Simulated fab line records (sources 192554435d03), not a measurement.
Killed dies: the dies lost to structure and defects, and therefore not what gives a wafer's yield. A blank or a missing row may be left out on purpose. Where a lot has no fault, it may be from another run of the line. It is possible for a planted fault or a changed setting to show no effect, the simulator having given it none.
fab line records	flow n5_finfet
record lots=7	wafers=21	last_day=18
route steps=1938 shown BEOL_M7@1297
lots that met no fault: taken from a fault-free run of the same line
start_h: the number of hours between the record's first day and the start of the first shown wafer of the lot	wait_h: hours since the lot's step before	" unchanged from the row above	L1.1+2: a row that stands for several wafers	- no value, or no start given	* or withheld: withheld	< > ~ a bound
route shown NAME@n: a module of which the file shows steps, and the number in the route of the first	usual: mean and standard deviation over wafers with no fault	same: alike in all rows	chamber/n: place in a boat	sites: readings site by site	_std_site: their standard deviation	_edge_site: inner sites' mean taken away from outer sites' mean	radius_mm: for every site, how far away it sits from the centre of the wafer	mask NAME#n: copy n	behind: the tool/chamber that last shaped the wafer	hold: why the lot went on hold/how many hours it stayed there/how the hold came to an end	device: names the non-switching transistor (n, p or np)	end of line: tests run on the same wafers once the route is complete	for a step that has no rows: nothing shown but its recipe	killed: at the first sort, the dies lost to defects and structure; wafer yield is something else	map: a wafer's dies, x killed, . not, _ none there
set.NAME: the run value of the setting; set.NAME@STEP: its run value at that earlier step	model.NAME: the simulator's own value behind a step, which no gauge read
lots at selected steps of the route; one table per step, one row per wafer
services: from which hour (start_h, from the record's first day; less than 0 if before it) a tool's chamber was out of use, for how many hours, and why
## steps
# step N5_BEOL_M7_OVL_MEAS_29
# recipe points_per_wafer=522
# usual V6_OVL=0.5/0.64
lot.wafer	tool	chamber	start_h	wait_h	V6_OVL[nm]
L698.3	overlay-02	0	246.89	0.0	0.4
L698.5	"	0	"	"	1.0
L698.6	"	0	"	"	2.0
L696.1	overlay-02	0	247.05	0.0	-0.2
L696.3	"	0	"	"	0.5
L696.5	"	0	"	"	0.1
L699.4	overlay-01	0	256.21	0.0	-0.3
L699.5	"	0	"	"	0.1
L699.6	"	0	"	"	0.1
L700.1	overlay-01	0	265.90	0.0	-0.9
L700.4	"	0	"	"	-0.6
L700.5	"	0	"	"	0.5
L711.1	overlay-02	0	331.69	0.0	-0.2
L711.2	"	0	"	"	0.2
L711.4	"	0	"	"	-0.8
L709.2	overlay-01	0	343.29	0.0	0.2
L709.3	"	0	"	"	-0.6
L709.4	"	0	"	"	0.5
L710.1	overlay-02	0	345.06	0.0	1.0
L710.2	"	0	"	"	0.5
L710.6	"	0	"	"	0.2
# step N5_BEOL_M7_INSPECT_30
# recipe mode=adi	inspect_instrument=brightfield
# usual raw_defect_count=426/91
lot.wafer	tool	chamber	start_h	wait_h	raw_defect_count
L698.3	defect_inspect-01	-	246.94	0.0	486
L698.5	"	-	"	"	439
L698.6	"	-	"	"	361
L696.1	defect_inspect-02	-	247.10	0.1	455
L696.3	"	-	"	"	476
L696.5	"	-	"	"	503
L699.4	defect_inspect-02	-	256.25	0.0	337
L699.5	"	-	"	"	351
L699.6	"	-	"	"	360
L700.1	defect_inspect-01	-	265.96	0.1	353
L700.4	"	-	"	"	428
L700.5	"	-	"	"	358
L711.1	defect_inspect-02	-	331.75	0.1	399
L711.2	"	-	"	"	420
L711.4	"	-	"	"	406
L709.2	defect_inspect-01	-	343.34	0.0	479
L709.3	"	-	"	"	478
L709.4	"	-	"	"	473
L710.1	defect_inspect-02	-	345.12	0.1	507
L710.2	"	-	"	"	516
L710.6	"	-	"	"	531
# step N5_BEOL_M7_DESCUM_33
# recipe chemistry=O2	time_s=7	source_power_w=50	bias_power_w=20	pressure_mtorr=20	rf_frequency_hz=2.712e+07	temp_c=40	resist=CAR-EUV	o2_flow_sccm=225
# step N5_BEOL_M7_ETCH_72
# recipe chemistry=N2/H2	target=underlayer	target_depth_a=65	mask_material=CAR-EUV	time_s=5.2	ion_energy_ev=200	pressure_mtorr=30	source_w=840	bias_w=150	n2_flow_sccm=200	h2_flow_sccm=200	ends=cleared
# usual bias_w=149.9/0.46	drypump_motor_current_A=5.7/0.33	etch_rf_on_time_s=5.16/0.1	oes_product_au=0.68/0.067	rf_fwd_power_W=819.5/2.4	rf_vpp_V=525.1/2.3	showerhead_plenum_p_Torr=2.58/0.063	throttle_valve_pct=17.88/0.23
lot.wafer	tool	chamber	start_h	wait_h	bias_w	drypump_motor_current_A	etch_rf_on_time_s	oes_product_au	rf_fwd_power_W	rf_hours_counter_h	rf_vpp_V	showerhead_plenum_p_Torr	throttle_valve_pct
L698.3	rie_diel-03	2	247.13	0.0	150.6	5.4	5.08	0.66	818.8	129	526.1	2.56	18.01
L698.5	"	3	"	"	149.9	5.8	5.22	0.74	818.3	-	525.4	2.58	17.78
L698.6	"	0	"	"	150.0	5.2	4.98	0.77	818.9	-	523.6	2.59	17.66
L696.1	rie_diel-03	1	247.53	0.0	149.9	5.9	5.13	0.60	821.4	214	525.9	2.60	18.15
L696.3	"	2	"	"	149.2	5.4	5.13	0.66	821.0	129	523.1	2.56	18.00
L696.5	"	2	"	"	149.2	5.4	5.06	0.65	818.9	-	522.0	2.56	18.03
L699.4	rie_diel-03	3	256.88	0.0	150.0	5.8	5.25	0.74	821.4	45	526.3	2.58	17.78
L699.5	"	0	"	"	149.7	5.2	5.02	0.76	816.3	-	525.9	2.59	17.62
L699.6	"	1	"	"	150.7	5.9	5.09	0.59	818.8	-	525.9	2.60	18.17
L700.1	rie_diel-04	2	266.03	0.0	150.2	6.1	5.39	0.63	816.2	180	526.2	2.63	17.44
L700.4	"	3	"	"	150.6	5.6	5.26	0.60	814.9	179	516.8	2.33	17.91
L700.5	"	0	"	"	149.9	5.9	5.15	0.61	817.5	-	526.1	2.63	17.82
L711.1	rie_diel-03	0	331.82	0.0	149.4	5.2	5.10	0.73	817.1	57	524.8	2.58	17.71
L711.2	"	1	"	"	150.2	5.9	5.17	0.58	811.5	237	524.2	2.59	18.20
L711.4	"	0	"	"	149.5	5.2	5.03	0.73	819.3	-	523.8	2.58	17.67
L709.2	rie_diel-03	3	343.63	0.0	150.1	5.8	5.27	0.72	822.5	67	524.8	2.57	17.82
L709.3	"	0	"	"	149.9	5.2	4.96	0.73	814.2	61	524.9	2.58	17.69
L709.4	"	1	"	"	149.4	5.9	5.14	0.58	816.7	240	526.5	2.59	18.21
L710.1	rie_diel-05	3	345.34	0.0	149.0	6.1	5.10	0.69	816.7	114	527.5	2.66	17.95
L710.2	"	1	"	"	148.5	5.7	5.16	0.70	815.9	95	526.0	2.56	17.87
L710.6	"	1	"	"	149.4	5.8	5.15	0.69	817.6	-	526.2	2.56	17.86
# step N5_BEOL_M7_ETCH_65
# recipe chemistry=CF4	target=SiARC	target_depth_a=156	mask_material=CAR-EUV	time_s=26	ion_energy_ev=80	pressure_mtorr=40	source_w=545	bias_w=36	Ar_flow_sccm=100	cf4_flow_sccm=100	ends=cleared
# usual bias_w=35.99/0.094	drypump_motor_current_A=5.7/0.33	etch_rf_on_time_s=25.7/0.58	oes_product_au=0.68/0.067	rf_fwd_power_W=532.7/2.6	rf_vpp_V=184.5/0.97	showerhead_plenum_p_Torr=2.17/0.053	throttle_valve_pct=15.63/0.26
lot.wafer	tool	chamber	start_h	wait_h	bias_w	drypump_motor_current_A	etch_rf_on_time_s	oes_product_au	rf_fwd_power_W	rf_hours_counter_h	rf_vpp_V	showerhead_plenum_p_Torr	throttle_valve_pct
L698.3	rie_diel-03	2	247.15	0.0	35.95	5.5	25.7	0.66	531.4	129	185.8	2.15	15.65
L698.5	"	3	"	"	36.04	5.8	26.4	0.73	530.7	-	184.0	2.18	15.57
L698.6	"	0	"	"	35.94	5.2	24.9	0.78	532.7	-	184.6	2.18	15.35
L696.1	rie_diel-03	1	247.55	0.0	36.01	5.9	25.5	0.60	534.2	214	183.8	2.21	16.09
L696.3	"	2	"	"	35.91	5.4	25.3	0.67	531.2	129	185.3	2.15	15.66
L696.5	"	2	"	"	35.99	5.4	25.4	0.67	529.8	-	184.4	2.15	15.66
L699.4	rie_diel-03	3	256.90	0.0	35.87	5.8	26.8	0.74	530.1	45	185.3	2.17	15.57
L699.5	"	0	"	"	35.87	5.2	25.0	0.76	531.4	-	184.9	2.18	15.35
L699.6	"	1	"	"	35.96	5.9	25.8	0.60	535.2	-	185.7	2.21	16.09
L700.1	rie_diel-04	2	266.05	0.0	36.11	6.1	26.9	0.63	535.8	180	185.7	2.21	15.30
L700.4	"	3	"	"	35.89	5.5	26.7	0.61	533.5	179	180.9	1.97	15.57
L700.5	"	0	"	"	35.92	5.9	25.9	0.62	535.8	-	185.5	2.22	15.70
L711.1	rie_diel-03	0	331.83	0.0	35.97	5.2	24.5	0.75	530.2	57	183.9	2.17	15.41
L711.2	"	1	"	"	35.98	5.9	25.5	0.59	537.8	237	184.8	2.20	16.14
L711.4	"	0	"	"	35.96	5.2	24.7	0.75	530.0	-	185.1	2.17	15.40
L709.2	rie_diel-03	3	343.65	0.0	36.02	5.8	26.1	0.71	530.8	67	184.1	2.17	15.61
L709.3	"	0	"	"	35.97	5.2	24.6	0.74	530.9	61	185.4	2.17	15.41
L709.4	"	1	"	"	35.92	5.9	25.7	0.58	535.3	240	185.1	2.20	16.13
L710.1	rie_diel-05	3	345.36	0.0	36.03	6.1	25.6	0.68	537.2	114	184.1	2.23	15.59
L710.2	"	1	"	"	36.09	5.7	25.9	0.70	535.3	95	184.1	2.16	15.56
L710.6	"	1	"	"	36.07	5.7	26.0	0.70	534.7	-	185.5	2.17	15.56
# step N5_BEOL_M7_ETCH_66
# recipe chemistry=N2/H2	target=SOC	target_depth_a=800	overetch_a=160	mask_material=SiARC	temp_c=40	time_s=120	ion_energy_ev=200	pressure_mtorr=30	source_w=840	bias_w=150	n2_flow_sccm=200	h2_flow_sccm=200
# usual bias_w=149.9/0.49	drypump_motor_current_A=5.7/0.33	oes_product_au=0.61/0.058	rf_fwd_power_W=836.0/2.9	rf_vpp_V=525.0/2	showerhead_plenum_p_Torr=2.58/0.063	throttle_valve_pct=17.84/0.23
lot.wafer	tool	chamber	start_h	wait_h	bias_w	drypump_motor_current_A	oes_product_au	rf_fwd_power_W	rf_hours_counter_h	rf_vpp_V	showerhead_plenum_p_Torr	throttle_valve_pct
L698.3	rie_diel-03	2	247.18	0.0	150.1	5.3	0.58	833.0	129	525.4	2.56	17.94
L698.5	"	3	"	"	150.0	5.8	0.67	836.0	-	525.8	2.58	17.75
L698.6	"	0	"	"	149.8	5.2	0.68	834.6	-	523.4	2.59	17.59
L696.1	rie_diel-03	1	247.58	0.0	150.1	5.9	0.53	838.7	214	527.0	2.60	18.11
L696.3	"	2	"	"	150.3	5.4	0.58	833.5	129	524.4	2.56	17.95
L696.5	"	2	"	"	150.5	5.4	0.58	831.6	-	525.1	2.56	17.95
L699.4	rie_diel-03	3	256.92	0.0	150.5	5.8	0.68	835.2	45	524.1	2.58	17.74
L699.5	"	0	"	"	149.5	5.2	0.68	830.7	-	524.0	2.59	17.62
L699.6	"	1	"	"	149.8	5.9	0.54	835.8	-	527.2	2.60	18.13
L700.1	rie_diel-04	2	266.08	0.0	150.0	6.1	0.58	836.1	180	526.0	2.63	17.40
L700.4	"	3	"	"	149.9	5.5	0.55	837.7	179	517.7	2.33	17.90
L700.5	"	0	"	"	150.3	5.9	0.55	834.9	-	525.5	2.63	17.79
L711.1	rie_diel-03	0	331.86	0.0	151.1	5.2	0.65	832.3	57	526.3	2.58	17.64
L711.2	"	1	"	"	149.9	5.9	0.52	837.8	237	527.0	2.59	18.18
L711.4	"	0	"	"	149.4	5.2	0.65	835.3	-	524.8	2.58	17.65
L709.2	rie_diel-03	3	343.67	0.0	149.4	5.8	0.65	832.4	67	524.2	2.57	17.79
L709.3	"	0	"	"	149.9	5.2	0.64	842.1	61	525.0	2.58	17.64
L709.4	"	1	"	"	150.0	5.9	0.52	840.2	240	526.3	2.59	18.17
L710.1	rie_diel-05	3	345.39	0.0	149.7	6.1	0.60	835.5	114	527.4	2.66	17.90
L710.2	"	1	"	"	150.3	5.8	0.62	841.3	95	523.7	2.56	17.81
L710.6	"	1	"	"	150.2	5.8	0.63	838.1	-	524.0	2.56	17.81
# step N5_BEOL_M7_STRIP_69
# recipe chemistry=N2/H2	temp_c=40	n2_flow_sccm=200	h2_flow_sccm=200	rf_frequency_hz=6e+07
# step N5_BEOL_M7_STRIP_73
# recipe chemistry=N2/H2	temp_c=40	n2_flow_sccm=200	h2_flow_sccm=200	rf_frequency_hz=6e+07
# step N5_BEOL_M7_VIA_ETCH_34
# recipe chemistry=C4F6/O2	target=SiCOH_lowk	target_depth_a=1255	mask_material=SOC	taper_deg=4	time_s=50.5	ion_energy_ev=250	pressure_mtorr=30	source_w=345	bias_w=185	Ar_flow_sccm=300	C4F6_flow_sccm=10	O2_flow_sccm=10
# step N5_BEOL_M7_STRIP_76
# recipe chemistry=C4F6/O2	resist=SiARC	rf_frequency_hz=6e+07
# step N5_BEOL_M7_STRIP_36
# recipe chemistry=N2/H2	power_w=450	temp_c=40	pressure_mtorr=20	rf_frequency_hz=6e+07	overash_fraction=0.3	bias_power_w=7	h2_frac=0.5	n2_flow_sccm=200	h2_flow_sccm=200
# usual drypump_motor_current_A=5.7/0.33	oes_product_au=0.79/0.076	rf_vpp_V=59.3/1.6	showerhead_plenum_p_Torr=2.58/0.063	throttle_valve_pct=23.67/0.26
lot.wafer	tool	chamber	start_h	wait_h	drypump_motor_current_A	oes_product_au	rf_hours_counter_h	rf_vpp_V	showerhead_plenum_p_Torr	throttle_valve_pct
L698.3	rie_diel-03	2	247.33	0.0	5.5	0.77	129	58.0	2.56	23.92
L698.5	"	3	"	"	5.8	0.86	-	58.9	2.58	23.52
L698.6	"	0	"	"	5.2	0.88	-	58.4	2.59	23.46
L696.1	rie_diel-03	1	247.73	0.0	5.9	0.70	214	58.2	2.60	23.83
L696.3	"	2	"	"	5.5	0.76	129	59.1	2.56	23.92
L696.5	"	2	"	"	5.4	0.76	-	60.5	2.56	23.94
L699.4	rie_diel-03	3	257.08	0.0	5.8	0.87	45	58.1	2.58	23.53
L699.5	"	0	"	"	5.1	0.88	-	61.0	2.58	23.43
L699.6	"	1	"	"	5.9	0.70	-	55.6	2.60	23.83
L700.1	rie_diel-04	2	266.23	0.0	6.1	0.77	180	59.2	2.62	22.98
L700.4	"	3	"	"	5.5	0.73	179	59.4	2.33	23.84
L700.5	"	0	"	"	5.9	0.72	-	60.4	2.62	23.51
L711.1	rie_diel-03	0	332.01	0.0	5.2	0.86	58	59.1	2.58	23.48
L711.2	"	1	"	"	5.9	0.68	237	59.0	2.59	23.84
L711.4	"	0	"	"	5.2	0.86	-	59.3	2.57	23.47
L709.2	rie_diel-03	3	343.83	0.0	5.8	0.82	67	58.4	2.57	23.59
L709.3	"	0	"	"	5.2	0.85	61	58.4	2.57	23.51
L709.4	"	1	"	"	5.9	0.69	240	60.5	2.59	23.85
L710.1	rie_diel-05	3	345.54	0.0	6.1	0.80	115	56.9	2.66	23.80
L710.2	"	1	"	"	5.8	0.83	95	58.5	2.56	23.76
L710.6	"	1	"	"	5.8	0.82	-	57.1	2.56	23.78
# step N5_BEOL_M7_TRENCH_ETCH_37
# recipe chemistry=C4F6/O2	target_depth_a=934.78	target=SiCOH_lowk	time_s=31.2	ion_energy_ev=250	pressure_mtorr=30	source_w=345	bias_w=185	Ar_flow_sccm=300	C4F6_flow_sccm=10	O2_flow_sccm=10
# usual bias_w=185.0/0.56	drypump_motor_current_A=5.7/0.33	oes_product_au=0.80/0.077	rf_fwd_power_W=340.8/1.7	rf_vpp_V=662/13	showerhead_plenum_p_Torr=2.89/0.073	throttle_valve_pct=20.97/0.25
lot.wafer	tool	chamber	start_h	wait_h	bias_w	drypump_motor_current_A	oes_product_au	rf_fwd_power_W	rf_hours_counter_h	rf_vpp_V	showerhead_plenum_p_Torr	throttle_valve_pct
L698.3	rie_diel-03	2	-	-	185.7	5.4	0.76	339.9	129	660	2.85	20.96
L698.5	"	3	"	"	185.5	5.8	0.87	340.1	-	674	2.91	21.02
L698.6	"	0	"	"	184.7	5.2	0.89	340.9	-	639	2.90	20.73
L696.1	rie_diel-03	1	-	-	184.3	5.9	0.71	342.8	214	667	2.94	21.44
L696.3	"	2	"	"	184.8	5.4	0.77	339.1	129	660	2.85	20.95
L696.5	"	2	"	"	185.2	5.5	0.77	340.5	-	660	2.85	20.92
L699.4	rie_diel-03	3	-	-	185.0	5.8	0.86	341.3	45	675	2.90	21.01
L699.5	"	0	"	"	185.1	5.2	0.89	340.9	-	638	2.90	20.72
L699.6	"	1	"	"	184.8	5.9	0.70	343.5	-	667	2.94	21.43
L700.1	rie_diel-04	2	-	-	185.7	6.1	0.74	345.1	181	684	2.95	20.55
L700.4	"	3	"	"	185.8	5.5	0.72	339.4	179	660	2.61	20.84
L700.5	"	0	"	"	185.2	5.9	0.72	341.8	-	667	2.95	20.96
L711.1	rie_diel-03	0	-	-	185.9	5.2	0.86	340.7	58	640	2.89	20.77
L711.2	"	1	"	"	184.7	5.9	0.68	343.2	237	666	2.93	21.45
L711.4	"	0	"	"	185.7	5.2	0.86	339.7	-	639	2.89	20.77
L709.2	rie_diel-03	3	-	-	185.1	5.8	0.83	340.1	67	674	2.89	21.05
L709.3	"	0	"	"	185.3	5.2	0.86	339.0	61	639	2.89	20.77
L709.4	"	1	"	"	185.3	5.9	0.68	341.8	240	667	2.93	21.44
L710.1	rie_diel-05	3	-	-	185.6	6.1	0.79	342.7	115	676	2.97	20.96
L710.2	"	1	"	"	184.7	5.8	0.81	341.9	95	660	2.88	20.97
L710.6	"	1	"	"	184.8	5.8	0.81	341.7	-	658	2.88	20.97
# step N5_BEOL_M7_ETCH_41
# recipe chemistry=CH3F/O2	target=SiCN	target_depth_a=319	taper_deg=2	time_s=57.8	ion_energy_ev=120	mask_material=TiN	pressure_mtorr=30	source_w=395	bias_w=75	Ar_flow_sccm=150	CH3F_flow_sccm=30	O2_flow_sccm=20
# usual bias_w=74.97/0.21	drypump_motor_current_A=5.7/0.33	oes_product_au=0.79/0.077	rf_fwd_power_W=391.9/1.6	rf_vpp_V=298.0/1.4	showerhead_plenum_p_Torr=2.03/0.053	throttle_valve_pct=16.35/0.25
lot.wafer	tool	chamber	start_h	wait_h	bias_w	drypump_motor_current_A	oes_product_au	rf_fwd_power_W	rf_hours_counter_h	rf_vpp_V	showerhead_plenum_p_Torr	throttle_valve_pct	model.etch.depth_nm
L698.3	rie_diel-03	2	247.40	-	61.18	5.4	0.73	390.2	129	262.4	2.00	16.34	20.6
L698.5	"	3	"	"	61.34	5.8	0.84	391.3	-	263.3	2.04	16.33	20.44
L698.6	"	0	"	"	61.24	5.2	0.86	391.4	-	263.6	2.04	16.08	20.91
L696.1	rie_diel-03	1	247.80	-	61.40	5.9	0.68	395.2	215	263.0	2.07	16.81	20.76
L696.3	"	2	"	"	61.66	5.4	0.73	389.4	129	262.2	2.00	16.33	20.57
L696.5	"	2	"	"	61.74	5.4	0.74	389.6	-	260.3	2.00	16.33	20.67
L699.4	rie_diel-03	3	257.15	-	61.24	5.8	0.83	391.1	45	262.3	2.04	16.34	20.33
L699.5	"	0	"	"	61.53	5.2	0.85	389.4	-	262.8	2.04	16.09	20.84
L699.6	"	1	"	"	61.36	5.9	0.67	391.9	-	261.1	2.07	16.81	20.53
L700.1	rie_diel-04	2	266.30	-	75.23	6.1	0.75	393.4	181	297.9	2.08	16.02	21.86
L700.4	"	3	"	"	75.10	5.5	0.72	392.6	179	296.4	1.83	16.30	21.81
L700.5	"	0	"	"	74.66	5.9	0.72	393.4	-	298.5	2.07	16.37	21.97
L711.1	rie_diel-03	0	332.08	-	75.47	5.2	0.86	391.9	58	298.7	2.03	16.12	22.36
L711.2	"	1	"	"	74.84	5.9	0.68	393.3	237	298.5	2.06	16.84	21.75
L711.4	"	0	"	"	75.04	5.2	0.85	391.7	-	298.3	2.03	16.12	22.22
L709.2	rie_diel-03	3	343.90	-	74.83	5.8	0.84	392.9	67	298.7	2.03	16.39	21.75
L709.3	"	0	"	"	74.98	5.2	0.85	390.7	61	299.1	2.03	16.15	22.36
L709.4	"	1	"	"	75.03	5.9	0.68	393.0	240	301.3	2.06	16.86	21.87
L710.1	rie_diel-05	3	345.61	-	75.42	6.1	0.79	392.4	115	298.9	2.09	16.33	22.09
L710.2	"	1	"	"	74.59	5.8	0.81	394.9	95	298.8	2.03	16.30	21.85
L710.6	"	1	"	"	74.71	5.8	0.81	393.1	-	298.1	2.03	16.30	21.66
# step N5_BEOL_M7_STRIP_80
# recipe chemistry=N2/H2	time_s=10	power_w=450	temp_c=40	pressure_mtorr=20	rf_frequency_hz=6e+07	bias_power_w=7	n2_flow_sccm=200	h2_flow_sccm=200
## services
tool	chamber	start_h	hours	kind
rie_diel-04	2	272.67	4.3	repair
rie_diel-05	0	282.06	8.2	repair
rie_diel-05	1	297.76	7.1	repair
rie_diel-03	3	329.38	6.4	repair
## key
first_sign step=N5_BEOL_M7_ETCH_41	reading=bias_w	direction=down	sigmas=64	usual=*	struck=*
effect step=N5_BEOL_M7_ETCH_41	reading=rf_vpp_V	direction=down	sigmas=25	usual=298.0	struck=262.3
model_effect step=N5_BEOL_M7_ETCH_41	value=etch.depth_nm	without=22.11	struck=20.63
met_at N5_BEOL_M7_ETCH_41
struck_wafers L696.1,L696.3,L696.5,L698.3,L698.5,L698.6,L699.4,L699.5,L699.6
fault kind=process_parameter_drift	tool=rie_diel-03	chamber=-	onset_h=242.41	steps=N5_BEOL_M7_ETCH_41	channel=bias_w	offset=*	shape=step	end_h=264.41	acts_in=*	stated=*
